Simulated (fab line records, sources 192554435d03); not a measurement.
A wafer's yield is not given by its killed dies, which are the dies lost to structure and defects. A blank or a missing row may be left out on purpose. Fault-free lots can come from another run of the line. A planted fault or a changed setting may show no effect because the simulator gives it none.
A struck lot beside a sound one / flow n5 finfet / 36 steps out of a route of 1938
Sound: the wafers L286.1, L286.3, L286.5. Struck: wafer L273.5. (L273.2, L273.6 of the same lot were not struck and are left out.) The cause comes at the end.
Order at every step that has rows: each side's tool, ch and its chambers, its first start. Under that, the readings that differ: sound wafers / struck wafers / difference of the means / sigmas: that difference in standard deviations of wafers without a fault.
alike: words and numbers the same on both sides, and readings whose means are apart by under 2 such deviations; not compared: readings that were withheld, readings missing a value for some wafer, numbers with overlapping values and no deviation given by the record, and bounds like >300 which may hide the same value.
The two part at a step that has a row with sigmas, a row that says differs or no value, or rows on one side only. Numbers that don't overlap but have no deviation are shown without sigmas and don't part them. Lack of a reading on every wafer of one side parts them only where that side has two or more wafers.

first, 9 steps without rows for these wafers: N5_PMOS_HMC_CHANNEL_EPI_PRECLEAN_40 (cleans in DHF, time 30 s); N5_PMOS_HMC_CHANNEL_EPI_PRECLEAN_37 (cleans in O3/DIW, time 45 s); N5_PMOS_HMC_CHANNEL_EPI_PRECLEAN_24 (cleans in DHF, time 30 s); N5_PMOS_HMC_CHANNEL_EPI_SRD_25 (time 30 s); N5_PMOS_HMC_CHANNEL_EPI_EPI_26 (deposits Si from SiH4/H2, target thk 3.8 nm, time 22.7 s); N5_FIN_SAQP_PRECLEAN_42 (cleans in O3/DIW, time 60 s); N5_FIN_SAQP_PRECLEAN_00 (cleans in SC1, time 60 s); N5_FIN_SAQP_PRECLEAN_44 (cleans in SC2, time 45 s); N5_FIN_SAQP_SRD_01 (time 30 s).
N5_FIN_SAQP_ALD_61: deposits SiO2, target thk 4 nm, pulse time 1 s, purge time 2 s.
  sound on ald sin-04 ch 0,2, day 7 08:25; struck on ald sin-03 ch 1, day 4 03:35
reading=ald cycles; sound=43 43 43; struck=41; difference=-2; sigmas=
reading=model.SiO2_of_FIN_SAQP_ALD_61.thk nm (nm); sound=3.981 4.018 4.013; struck=3.8; difference=-0.2; sigmas=
  alike: heater power w, precursor pulse height rel
then, 24 steps without rows for these wafers: N5_FIN_SAQP_DENSIFY_62 (time 60 s); N5_FIN_SAQP_HM_DEP_03 (deposits SiNx from SiH4/NH3/N2, target thk 38 nm, time 33.6 s); N5_FIN_SAQP_PECVD_47 (deposits a-Si from SiH4/He, target thk 45 nm, time 36.3 s); N5_FIN_SAQP_PECVD_48 (deposits SiNx from SiH4/NH3/N2, target thk 25 nm, time 22.1 s); N5_FIN_SAQP_PECVD_06 (deposits a-Si from SiH4/He, target thk 60 nm, time 48.1 s); N5_FIN_SAQP_HM_DEP_72 (deposits SiO2 from SiH4/N2O, target thk 12 nm, time 7.2 s); N5_FIN_SAQP_COAT_49 (time 60 s, resist thk 100 nm); N5_FIN_SAQP_COAT_50 (time 60 s, resist thk 35 nm); N5_FIN_SAQP_COAT_10 (resist thk 90 nm); N5_FIN_SAQP_EBR_12; N5_FIN_SAQP_SOFTBAKE_11 (time 60 s); N5_FIN_SAQP_EXPOSE_13 (exposes mask FIN CORE, target cd 35.6 nm); N5_FIN_SAQP_PEB_14 (peb time 60 s); N5_FIN_SAQP_DEVELOP_15 (develop time 30 s); N5_FIN_SAQP_DESCUM_21 (chemistry O2, time 7.9 s); N5_FIN_SAQP_ETCH_51 (etches SiARC in CF4, target depth 45.5 nm, time 75.8 s); N5_FIN_SAQP_ETCH_52 (etches SOC in N2/H2, target depth 100 nm, overetch 20 nm, time 150 s); N5_FIN_SAQP_STRIP_53 (strips in N2/H2); N5_FIN_SAQP_HM_OPEN_73 (chemistry CHF3/O2, target SiO2, stops on a-Si, target depth 12 nm, time 16.8 s); N5_FIN_SAQP_STRIP_74 (strips in CHF3/O2); N5_FIN_SAQP_MANDREL_ETCH_22 (etches a-Si in HBr/Cl2, stops on SiNx, target depth 60 nm, bt time 10 s, time 30 s); N5_FIN_SAQP_STRIP_55 (strips in N2/H2); N5_FIN_SAQP_STRIP_23 (strips in SPM, time 750 s); N5_FIN_SAQP_SRD_66 (time 30 s).
N5_FIN_CUT_CUT_ETCH_27: etches SiO2 in CHF3/O2, target depth 4 nm, overetch 2 nm, time 4.9 s.
  sound on rie diel-03 ch 1,3, day 7 15:35; struck on rie diel-03 ch 2, day 4 10:18
reading=oes product au (a.u.); sound=0.56 0.54 0.56; struck=0.65; difference=+0.10; sigmas=+2
reading=model.etch.depth nm (nm); sound=3.981 4.018 4.013; struck=3.8; difference=-0.2; sigmas=
  alike: CHF3_flow_sccm, drypump motor current A, rf vpp V, showerhead plenum p Torr, throttle valve pct
  not compared: rf hours counter h
-- the record jumps here: 6 days lie between the struck wafers' starts before and after (it left off in module FIN_CUT and takes up again in module BEOL_M4, whose first step shown is number 1111 of the route) --
N5_BEOL_M4_RC_MEAS_101:
  sound on prober-01 ch 0, day 14 04:18; struck on prober-02 ch 0, day 10 18:28
  alike: DIBL_N, DIBL_P, IOFF_N, IOFF_P, ION_N, ION_P, SS_N, SS_P, VT_N, VT_P

## WHERE THEY PART
Only at N5_FIN_CUT_CUT_ETCH_27, within this record. Later steps at which nothing parts them and some readings are alike: N5_BEOL_M4_RC_MEAS_101.

WHY: whatever the simulator had introduced
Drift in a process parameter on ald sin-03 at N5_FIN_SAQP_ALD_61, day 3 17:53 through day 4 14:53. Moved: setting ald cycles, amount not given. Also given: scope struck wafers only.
